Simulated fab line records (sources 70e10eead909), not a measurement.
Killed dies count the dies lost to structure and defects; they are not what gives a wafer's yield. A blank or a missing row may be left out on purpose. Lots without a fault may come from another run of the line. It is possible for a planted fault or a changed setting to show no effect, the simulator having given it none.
Which tool did it? | flow nandHarc | 39 wafers from 13 lots sampled at 5 of the route's 1159 steps

== WHAT THE GAUGES SHOWED, per wafer ==
NHARC_A_SLIT_CD_MEAS_21. Usual: cdNm 289.2 nm, standard deviation 0.82.
lot  | measured     | on       | cdNm (nm)         | flag
L882 | day 14 12:59 | cdSem-03 | 290.8 289.8 289.5 | 
L883 | day 15 02:15 | cdSem-01 | 289.2 288.7 289.7 | 
L891 | day 16 19:28 | cdSem-03 | 288.9 289.7 289.3 | 
L890 | day 16 22:32 | cdSem-01 | 288.7 288.5 289.3 | 
L892 | day 16 22:48 | cdSem-02 | 288.4 288.3 288.4 | 
L893 | day 17 16:02 | cdSem-02 | 288.2 288.6 287.0 | 
L895 | day 17 17:42 | cdSem-01 | 289.6 288.7 289.4 | 
L894 | day 17 17:59 | cdSem-01 | 287.7 288.1 288.4 | 
L902 | day 19 14:02 | cdSem-03 | 290.0 289.5 290.7 | 
L901 | day 19 14:11 | cdSem-03 | 290.1 288.4 288.3 | 
L903 | day 19 17:13 | cdSem-02 | 290.2 288.9 289.6 | 
L904 | day 20 18:02 | cdSem-03 | 289.6 289.2 288.8 | 
L905 | day 20 19:42 | cdSem-03 | 290.2 288.7 289.5 | 

NHARC_END_SORT_01. Usual: killedAtArray 27, standard deviation 11; killedAtOther 0.6, standard deviation 1; killedAtPeriphery 3.0, standard deviation 2.1; killedDies 31, standard deviation 12; killedOpen 3.2, standard deviation 1.7; killedShort 1.7, standard deviation 1.4.
lot  | measured     | on        | killedAtArray | killedAtOther | killedAtPeriphery | killedDies  | killedOpen | killedShort | flag
L893 | day 22 08:10 | prober-01 | 674 674 671   | 1 1 0         | 2 2 6             | 677 677 677 | 5 2 4      | 0 0 3       | OFF
L895 | day 22 09:09 | prober-02 | 676 675 675   | 0 0 0         | 1 2 2             | 677 677 677 | 1 4 3      | 1 0 1       | OFF

== WHAT TOOL EACH LOT RAN ON (gives the tool, then ch and the chambers of the sampled wafers, and finally the start) ==
lot  | NHARC_A_WL_FILL_ETCHBACK_16       | NHARC_A_WL_FILL_STRIP_29          | NHARC_A_WL_FILL_CVD_20
L882 | rieDiel-08 ch 0,2,3, day 15 13:34 | rieDiel-08 ch 1,2,3, day 15 13:38 | cvdW-01 ch 0,1, no start
L883 | rieDiel-08 ch 0,1,2, day 15 22:08 | rieDiel-08 ch 1,3, day 15 22:14   | cvdW-01 ch 0,1, no start
L891 | rieDiel-08 ch 0,2,3, day 17 18:02 | rieDiel-08 ch 0,2,3, day 17 18:08 | cvdW-01 ch 0,1, no start
L890 | rieDiel-03 ch 1,2,3, day 18 01:14 | rieDiel-03 ch 0,1,3, day 18 01:19 | cvdW-01 ch 0,1, no start
L892 | rieDiel-08 ch 0,2,3, day 18 01:13 | rieDiel-08 ch 0,1,2, day 18 01:19 | cvdW-02 ch 0,1, no start
L893 | rieDiel-04 ch 2,3, day 18 20:11   | rieDiel-04 ch 1,2,3, day 18 20:16 | cvdW-01 ch 0,1, day 22 08:10 or earlier
L895 | rieDiel-08 ch 0,2,3, day 18 20:36 | rieDiel-08 ch 0,3, day 18 20:41   | cvdW-02 ch 0,1, day 22 09:09 or earlier
L894 | rieDiel-08 ch 0,3, day 18 23:17   | rieDiel-08 ch 2,3, day 18 23:23   | cvdW-01 ch 0,1, no start
L902 | rieDiel-08 ch 0,2,3, day 20 17:11 | rieDiel-08 ch 0,1,3, day 20 17:17 | cvdW-02 ch 0,1, no start
L901 | rieDiel-03 ch 0,1,2, day 20 16:47 | rieDiel-03 ch 0,3, day 20 16:52   | cvdW-02 ch 0,1, no start
L903 | rieDiel-08 ch 1,2,3, day 20 19:37 | rieDiel-08 ch 2,3, day 20 19:41   | cvdW-02 ch 0,1, no start
L904 | rieDiel-08 ch 0,1, day 21 20:41   | rieDiel-08 ch 0,1,3, day 21 20:46 | cvdW-02 ch 0,1, no start
L905 | rieDiel-04 ch 2,3, day 22 05:19   | rieDiel-04 ch 0,2, day 22 05:25   | cvdW-02 ch 1, no start
- NHARC_A_WL_FILL_ETCHBACK_16: etches the open film in C4F8/O2/Ar, target depth 88 nm, time 17.6 s.
- NHARC_A_WL_FILL_STRIP_29: strips in O2, time 20 s.
- NHARC_A_WL_FILL_CVD_20: deposits W, target thk 75 nm, time 5064 s.

== AS READ BY THE TOOLS THEMSELVES (means over the sampled wafers that have a number; for cases with no such wafer, the mark the record gives instead) ==
NHARC_A_WL_FILL_ETCHBACK_16. Usual: biasW 799.8 W, standard deviation 2.4; chamberPressureMTorr 25.000 mTorr, standard deviation 0.024; oesProductAu 0.99 a.u., standard deviation 0.031; rfVppV 723 V, standard deviation 4.6.
lot  | tool       | biasW (W) | chamberPressureMTorr (mTorr) | oesProductAu (a.u.) | rfVppV (V) | flag
L882 | rieDiel-08 | 800.6     | 25.010                       | 1.01                | 724        | 
L883 | rieDiel-08 | 797.6     | 24.994                       | 1.01                | 729        | 
L891 | rieDiel-08 | 801.0     | 25.021                       | 1.01                | 724        | 
L890 | rieDiel-03 | 798.5     | 25.008                       | 0.99                | 723        | 
L892 | rieDiel-08 | 802.0     | 25.011                       | 0.93                | 724        | 
L893 | rieDiel-04 | -         | -                            | -                   | -          | OFF
L895 | rieDiel-08 | -         | -                            | -                   | -          | OFF
L894 | rieDiel-08 | 799.1     | 25.013                       | 1.00                | 726        | 
L902 | rieDiel-08 | 799.2     | 24.991                       | 0.93                | 724        | 
L901 | rieDiel-03 | 799.5     | 24.985                       | 1.01                | 723        | 
L903 | rieDiel-08 | 800.5     | 24.984                       | 0.93                | 724        | 
L904 | rieDiel-08 | 796.9     | 24.999                       | 1.00                | 729        | 
L905 | rieDiel-04 | 799.1     | 24.987                       | 0.99                | 721        | 

NHARC_A_WL_FILL_STRIP_29. Usual: drypumpMotorCurrentA 5.7 A, standard deviation 0.33; o2FlowSccm 500.0 sccm, standard deviation 1.5; oesProductAu 1.002 a.u., standard deviation 0.0097; rfVppV 57.8 V, standard deviation 0.84; showerheadPlenumPTorr 3.53 Torr, standard deviation 0.15; throttleValvePct 17.036 %, standard deviation 0.0088.
lot  | tool       | drypumpMotorCurrentA (A) | o2FlowSccm (sccm) | oesProductAu (a.u.) | rfVppV (V) | showerheadPlenumPTorr (Torr) | throttleValvePct (%) | flag
L882 | rieDiel-08 | 5.5                      | 501.0             | 0.999               | 58.0       | 3.57                         | 17.038               | 
L883 | rieDiel-08 | 5.6                      | 501.3             | 0.999               | 57.5       | 3.62                         | 17.037               | 
L891 | rieDiel-08 | 5.6                      | 500.6             | 1.009               | 58.2       | 3.56                         | 17.038               | 
L890 | rieDiel-03 | 5.7                      | 500.2             | 1.012               | 57.1       | 3.58                         | 17.030               | 
L892 | rieDiel-08 | 5.5                      | 501.2             | 0.999               | 57.9       | 3.71                         | 17.042               | 
L893 | rieDiel-04 | 5.8                      | 498.5             | 0.996               | 57.4       | 3.40                         | 17.043               | 
L895 | rieDiel-08 | 5.8                      | 498.6             | 1.020               | 58.0       | 3.60                         | 17.027               | 
L894 | rieDiel-08 | 5.5                      | 500.0             | 1.003               | 58.0       | 3.43                         | 17.035               | 
L902 | rieDiel-08 | 5.7                      | 499.7             | 0.988               | 58.0       | 3.61                         | 17.042               | 
L901 | rieDiel-03 | 5.8                      | 500.1             | 1.003               | 57.7       | 3.61                         | 17.043               | 
L903 | rieDiel-08 | 5.5                      | 500.0             | 0.997               | 57.8       | 3.43                         | 17.047               | 
L904 | rieDiel-08 | 5.7                      | 500.5             | 1.000               | 58.2       | 3.61                         | 17.038               | 
L905 | rieDiel-04 | 6.0                      | 501.3             | 0.989               | 57.5       | 3.43                         | 17.043               | 

NHARC_A_WL_FILL_CVD_20. Usual: heaterPowerW 520 W, standard deviation 37; susceptorTempC 300.01 C, standard deviation 0.19; throttleValvePct 7.74 %, standard deviation 0.2.
lot  | tool    | heaterPowerW (W) | susceptorTempC (C) | throttleValvePct (%) | flag
L882 | cvdW-01 | 515              | 300.12             | 7.94                 | 
L883 | cvdW-01 | 511              | -                  | 7.81                 | OFF
L891 | cvdW-01 | 484              | 300.18             | 7.70                 | 
L890 | cvdW-01 | 523              | 300.04             | 7.98                 | 
L892 | cvdW-02 | 531              | 300.04             | 7.66                 | 
L893 | cvdW-01 | 491              | 299.91             | 8.01                 | 
L895 | cvdW-02 | 516              | 299.86             | 7.59                 | 
L894 | cvdW-01 | 500              | 299.98             | 7.77                 | 
L902 | cvdW-02 | 536              | 299.93             | 7.85                 | 
L901 | cvdW-02 | 512              | -                  | 7.50                 | OFF
L903 | cvdW-02 | 523              | 300.01             | 7.70                 | 
L904 | cvdW-02 | 547              | 300.01             | 7.65                 | 
L905 | cvdW-02 | 559              | 300.23             | 7.72                 | 

== THE ANSWER, worked out from the rows above alone ==
Rule: a lot counts as off when the mean over its wafers that have a number is more than 3 standard deviations away from the usual mean. Also off: a lot with no number at a reading for which 4 or more lots have one. Any other lot the step has rows for is counted as sound. The gauges are gone through in route order, then the tools' own readings, and for those a lot's mean is taken as printed above. At the first step where some lot is off, the reading lying furthest off is the one used; lots without a number count as furthest.
Off at NHARC_END_SORT_01 (killedAtArray): L893, L895. Neither off nor sound, because the step has no rows for them: L882, L883, L891, L890, L892, L894, L902, L901, L903, L904, L905.
If a tool, at a process step before that reading, ran all the lots that are off and no sound lot after the first of them, it fits. Not tried: the gauges at NHARC_END_SORT_01; whatever is off there is also off at NHARC_A_WL_FILL_ETCHBACK_16, on other tools, and gauge error can't account for it. NHARC_A_WL_FILL_CVD_20: start missing for some lots; hours and lot order therefore follow NHARC_END_SORT_01. No candidate that was tried fits.

== WHAT WAS PUT IN BY THE SIMULATOR ==
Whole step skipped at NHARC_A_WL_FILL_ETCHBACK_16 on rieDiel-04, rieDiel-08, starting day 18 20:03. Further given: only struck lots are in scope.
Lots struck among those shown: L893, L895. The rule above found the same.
